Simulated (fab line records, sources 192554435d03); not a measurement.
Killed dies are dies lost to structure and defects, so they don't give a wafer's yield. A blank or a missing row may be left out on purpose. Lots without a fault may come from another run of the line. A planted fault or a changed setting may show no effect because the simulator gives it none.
Which tool did it? | flow n5_finfet | 9 lots, 27 wafers sampled, at 6 steps of a route of 1938

WHAT THE GAUGES READ, wafer by wafer
N5_PMOS_HMC_CHANNEL_EPI_THK_MEAS_22. Usual: HMC_CMP_THK 54.1 nm, standard deviation 0.5.
lot  | measured    | on            | HMC_CMP_THK (nm) | flag
L951 | day 2 02:41 | film_metro-01 | 54.7 54.0 53.5   |
L954 | day 2 19:40 | film_metro-01 | 53.8 53.5 54.2   |
L958 | day 3 20:22 | film_metro-01 | 53.7 53.7 53.6   |
L959 | day 4 03:58 | film_metro-02 | 54.9 54.8 53.8   |
L960 | day 4 07:51 | film_metro-01 | 54.6 54.4 54.3   |
L966 | day 5 19:24 | film_metro-02 | 46.8 46.7 46.9   | OFF
L969 | day 6 14:37 | film_metro-01 | 47.1 47.2 47.0   | OFF
L971 | day 7 01:31 | film_metro-01 | 54.5 54.3 54.9   |
L973 | day 7 14:00 | film_metro-02 | 54.5 54.2 55.4   |

N5_BEOL_M4_RC_MEAS_101. Usual: DIBL_N 36.5 mV/V, standard deviation 1.4; DIBL_P 36.5 mV/V, standard deviation 1.6; IOFF_N 0.163 nA/um, standard deviation 0.022; IOFF_P 0.219 nA/um, standard deviation 0.029; ION_N 675 uA/um, standard deviation 8.3; ION_P 464 uA/um, standard deviation 6.2; SS_N 71.5 mV/dec, standard deviation 0.52; SS_P 73.4 mV/dec, standard deviation 0.57; VT_N 249.7 mV, standard deviation 2.6; VT_P -250 mV, standard deviation 3.
lot  | measured     | on        | DIBL_N (mV/V)  | DIBL_P (mV/V)  | IOFF_N (nA/um)    | IOFF_P (nA/um)    | ION_N (uA/um) | ION_P (uA/um) | SS_N (mV/dec)  | SS_P (mV/dec)  | VT_N (mV)         | VT_P (mV)      | flag
L951 | day 8 03:10  | prober-01 | 38.3 36.7 36.8 | 37.0 34.9 34.5 | 0.170 0.139 0.136 | 0.252 0.215 0.199 | 673 661 669   | 472 462 468   | 71.9 71.2 70.9 | 73.3 73.9 73.2 | 252.2 254.3 253.8 | -249 -248 -249 |
L954 | day 9 19:38  | prober-02 | 38.0 37.2 37.7 | 38.5 37.4 38.7 | 0.187 0.190 0.194 | 0.234 0.208 0.236 | 682 691 687   | 462 466 461   | 72.1 72.5 72.0 | 74.0 72.4 73.9 | 247.6 245.4 246.8 | -249 -251 -251 |
L958 | day 9 22:42  | prober-01 | 33.8 36.2 35.3 | 32.7 35.5 34.8 | 0.120 0.155 0.140 | 0.196 0.244 0.230 | 666 671 676   | 468 464 472   | 71.6 71.3 71.5 | 72.4 73.1 72.8 | 251.9 249.2 250.8 | -247 -247 -248 |
L959 | day 11 00:24 | prober-02 | 38.6 36.2 37.8 | 37.9 34.9 37.6 | 0.185 0.140 0.179 | 0.256 0.201 0.246 | 682 674 683   | 467 464 475   | 72.0 71.2 71.0 | 74.1 73.1 73.8 | 248.0 251.5 251.6 | -250 -250 -249 |
L960 | day 10 21:46 | prober-02 | 37.1 37.1 36.8 | 37.8 37.8 37.4 | 0.162 0.166 0.162 | 0.220 0.226 0.211 | 679 674 685   | 462 471 466   | 72.3 71.2 71.0 | 73.8 73.8 73.7 | 251.9 248.4 249.9 | -250 -250 -251 |
L966 | day 11 22:12 | prober-02 | 35.7 33.7 35.3 | 36.0 32.7 35.5 | 0.149 0.110 0.152 | 0.210 0.162 0.212 | 663 665 682   | 454 457 468   | 70.7 70.4 71.2 | 72.8 72.7 73.4 | 249.4 255.0 249.5 | -250 -256 -247 |
L969 | day 12 21:46 | prober-02 | 37.2 37.7 38.3 | 37.0 38.1 38.3 | 0.176 0.195 0.203 | 0.219 0.232 0.244 | 682 694 682   | 461 469 465   | 71.7 71.5 71.7 | 73.5 73.2 73.7 | 249.3 247.1 246.3 | -250 -251 -250 |
L971 | day 13 10:22 | prober-01 | 35.9 34.6 36.0 | 37.2 35.2 37.6 | 0.158 0.136 0.166 | 0.203 0.166 0.203 | 675 668 682   | 467 458 463   | 71.4 70.9 71.8 | 73.2 73.3 73.5 | 251.6 251.9 249.8 | -253 -258 -252 |
L973 | day 14 04:43 | prober-02 | 36.6 37.2 34.9 | 35.7 36.7 33.8 | 0.149 0.164 0.132 | 0.218 0.243 0.196 | 661 665 667   | 460 458 467   | 71.8 72.8 71.7 | 73.4 73.9 72.7 | 251.6 250.0 254.0 | -250 -248 -251 |

WHICH TOOL RAN EACH LOT (tool, then ch and the chambers of the sampled wafers, then the start)
lot  | N5_PMOS_HMC_CHANNEL_EPI_HM_DEP_34 | N5_PMOS_HMC_CHANNEL_EPI_DESCUM_14 | N5_PMOS_HMC_CHANNEL_EPI_ETCH_32   | N5_PMOS_HMC_CHANNEL_EPI_EPI_20
L951 | pecvd-03 ch 0,1,2, day 1 23:25    | rie_diel-04 ch 0,1,2, day 1 23:54 | rie_diel-04 ch 0,1,2, day 1 23:56 | epi_rpcvd-04 ch 0, day 2 00:32
L954 | pecvd-01 ch 0,1,2, day 2 16:41    | rie_diel-06 ch 0,1, day 2 17:10   | rie_diel-06 ch 0,1, day 2 17:12   | epi_rpcvd-03 ch 0, day 2 18:38
L958 | pecvd-03 ch 0,1, day 3 17:41      | rie_diel-03 ch 0,2, day 3 18:04   | rie_diel-03 ch 0,2, day 3 18:05   | epi_rpcvd-03 ch 0, day 3 18:41
L959 | pecvd-02 ch 1,2, day 4 01:08      | rie_diel-06 ch 0,1,3, day 4 01:42 | rie_diel-06 ch 0,1,3, day 4 01:44 | epi_rpcvd-04 ch 0, day 4 02:32
L960 | pecvd-02 ch 1,2, day 4 04:42      | rie_diel-04 ch 0,3, day 4 05:12   | rie_diel-04 ch 0,3, day 4 05:14   | epi_rpcvd-01 ch 0, day 4 05:49
L966 | pecvd-03 ch 0,2, day 5 16:46      | rie_diel-03 ch 0,1,3, day 5 17:08 | rie_diel-03 ch 0,1,3, day 5 17:10 | epi_rpcvd-03 ch 0, day 5 17:45
L969 | pecvd-01 ch 0,1,2, day 6 11:49    | rie_diel-06 ch 2,3, day 6 12:22   | rie_diel-06 ch 2,3, day 6 12:24   | epi_rpcvd-03 ch 0, day 6 13:00
L971 | pecvd-03 ch 0,1, day 6 22:29      | rie_diel-03 ch 0,2,3, day 6 22:52 | rie_diel-03 ch 0,2,3, day 6 22:54 | epi_rpcvd-04 ch 0, day 6 23:45
L973 | pecvd-01 ch 0,1, day 7 10:49      | rie_diel-06 ch 1,2, day 7 11:20   | rie_diel-06 ch 1,2, day 7 11:22   | epi_rpcvd-04 ch 0, day 7 11:58
- N5_PMOS_HMC_CHANNEL_EPI_HM_DEP_34: deposits SiO2 from TEOS/O2, target thk 36 nm, time 6.9 s.
- N5_PMOS_HMC_CHANNEL_EPI_DESCUM_14: chemistry O2, time 7.9 s.
- N5_PMOS_HMC_CHANNEL_EPI_ETCH_32: etches BARC in N2/H2, stops on SiO2, target depth 85.8 nm, time 50.3 s.
- N5_PMOS_HMC_CHANNEL_EPI_EPI_20: deposits SiGe30, target thk 59 nm.

WHAT THE TOOLS THEMSELVES READ (means of the sampled wafers that have a number; where no wafer has one, the mark that the record gives instead)
N5_PMOS_HMC_CHANNEL_EPI_HM_DEP_34. Usual: heater_power_outer_w 292 W, standard deviation 49; heater_power_w 561 W, standard deviation 88; showerhead_plenum_p_Torr 8.35 Torr, standard deviation 0.037; throttle_valve_pct 18.3 %, standard deviation 0.99.
lot  | tool     | heater_power_outer_w (W) | heater_power_w (W) | showerhead_plenum_p_Torr (Torr) | throttle_valve_pct (%) | flag
L951 | pecvd-03 | 253                      | 510                | 8.38                            | 17.9                   |
L954 | pecvd-01 | 287                      | 547                | 8.31                            | 18.7                   |
L958 | pecvd-03 | 294                      | 593                | 8.40                            | 18.2                   |
L959 | pecvd-02 | 338                      | 677                | 8.30                            | 18.8                   |
L960 | pecvd-02 | 410                      | 737                | 8.32                            | 18.9                   |
L966 | pecvd-03 | 262                      | 464                | 8.36                            | 16.9                   |
L969 | pecvd-01 | 263                      | 522                | 8.34                            | 18.9                   |
L971 | pecvd-03 | 243                      | 487                | 8.38                            | 18.0                   |
L973 | pecvd-01 | 288                      | 523                | 8.33                            | 18.9                   |

N5_PMOS_HMC_CHANNEL_EPI_DESCUM_14. Usual: chamber_pressure_mTorr 20.000 mTorr, standard deviation 0.018; drypump_motor_current_A 5.8 A, standard deviation 0.34; oes_product_au 0.77 a.u., standard deviation 0.088; rf_vpp_V 243.5 V, standard deviation 1.1; showerhead_plenum_p_Torr 2.11 Torr, standard deviation 0.052; throttle_valve_pct 20.49 %, standard deviation 0.28.
lot  | tool        | chamber_pressure_mTorr (mTorr) | drypump_motor_current_A (A) | oes_product_au (a.u.) | rf_vpp_V (V) | showerhead_plenum_p_Torr (Torr) | throttle_valve_pct (%) | flag
L951 | rie_diel-04 | 20.023                         | 5.8                         | 0.76                  | 243.2        | 2.09                            | 20.51                  |
L954 | rie_diel-06 | 19.997                         | 5.8                         | 0.73                  | 243.9        | 2.15                            | 20.60                  |
L958 | rie_diel-03 | 19.992                         | 5.8                         | 0.88                  | 242.3        | 2.06                            | 20.02                  |
L959 | rie_diel-06 | 19.992                         | 5.8                         | 0.69                  | 243.5        | 2.14                            | 20.57                  |
L960 | rie_diel-04 | 19.985                         | 6.0                         | 0.73                  | 243.2        | 2.08                            | 20.67                  |
L966 | rie_diel-03 | 20.005                         | 6.0                         | 0.83                  | 243.5        | 2.14                            | 20.32                  |
L969 | rie_diel-06 | 20.003                         | 5.6                         | 0.72                  | 243.8        | 2.13                            | 20.44                  |
L971 | rie_diel-03 | 19.994                         | 6.1                         | 0.88                  | 242.9        | 2.10                            | 20.12                  |
L973 | rie_diel-06 | 19.987                         | 5.4                         | 0.79                  | 243.5        | 2.11                            | 20.73                  |

N5_PMOS_HMC_CHANNEL_EPI_ETCH_32. Usual: chamber_pressure_mTorr 30.00 mTorr, standard deviation 0.031; drypump_motor_current_A 5.8 A, standard deviation 0.34; oes_product_au 0.66 a.u., standard deviation 0.071; rf_vpp_V 524.6 V, standard deviation 1.9; showerhead_plenum_p_Torr 2.57 Torr, standard deviation 0.061; throttle_valve_pct 17.96 %, standard deviation 0.28.
lot  | tool        | chamber_pressure_mTorr (mTorr) | drypump_motor_current_A (A) | oes_product_au (a.u.) | rf_vpp_V (V) | showerhead_plenum_p_Torr (Torr) | throttle_valve_pct (%) | flag
L951 | rie_diel-04 | 30.02                          | 5.8                         | 0.66                  | 524.8        | 2.55                            | 18.05                  |
L954 | rie_diel-06 | 29.98                          | 5.8                         | 0.62                  | 525.4        | 2.60                            | 18.01                  |
L958 | rie_diel-03 | 30.00                          | 5.9                         | 0.74                  | 522.4        | 2.50                            | 17.50                  |
L959 | rie_diel-06 | 30.00                          | 5.8                         | 0.60                  | 524.9        | 2.59                            | 18.02                  |
L960 | rie_diel-04 | 30.01                          | 6.0                         | 0.63                  | 523.0        | 2.54                            | 18.15                  |
L966 | rie_diel-03 | 29.97                          | 6.0                         | 0.70                  | 525.6        | 2.60                            | 17.75                  |
L969 | rie_diel-06 | 29.99                          | 5.6                         | 0.62                  | 524.7        | 2.60                            | 17.95                  |
L971 | rie_diel-03 | 29.99                          | 6.1                         | 0.75                  | 523.9        | 2.54                            | 17.53                  |
L973 | rie_diel-06 | 29.98                          | 5.4                         | 0.68                  | 524.0        | 2.56                            | 18.17                  |

THE ANSWER, worked out from the rows above alone
Rule: a lot is off if the mean of its wafers that have a number lies more than 3 standard deviations from the usual mean. A lot without any number at a reading at which 4 lots or more have one is off too. The other lots that the step has rows for count as sound. The gauges are gone through in route order, then the tools' own readings, and for those a lot's mean is taken as printed above. The first step at which some lot is off is used, and at that step the reading that is off furthest; a lot without a number counts as furthest.
Off: L966, L969, at N5_PMOS_HMC_CHANNEL_EPI_THK_MEAS_22 (HMC_CMP_THK).
A tool fits if, at a process step before that reading, it ran every lot that is off, and no sound lot after the first of them. The gauges at N5_PMOS_HMC_CHANNEL_EPI_THK_MEAS_22 are tried like those tools. One fits: epi_rpcvd-03 at N5_PMOS_HMC_CHANNEL_EPI_EPI_20. Its last sound lot is L958 (day 3 18:41), its first lot that is off L966 (day 5 17:45): a fault that began between those two fits.

WHAT THE SIMULATOR HAD PUT IN
Site profile drift: epi_rpcvd-03, from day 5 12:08 on, at N5_PMOS_HMC_CHANNEL_EPI_EPI_20. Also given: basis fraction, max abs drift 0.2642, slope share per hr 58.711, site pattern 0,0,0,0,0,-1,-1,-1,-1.
Lots struck among those shown: L966, L969. The rule above found the same.
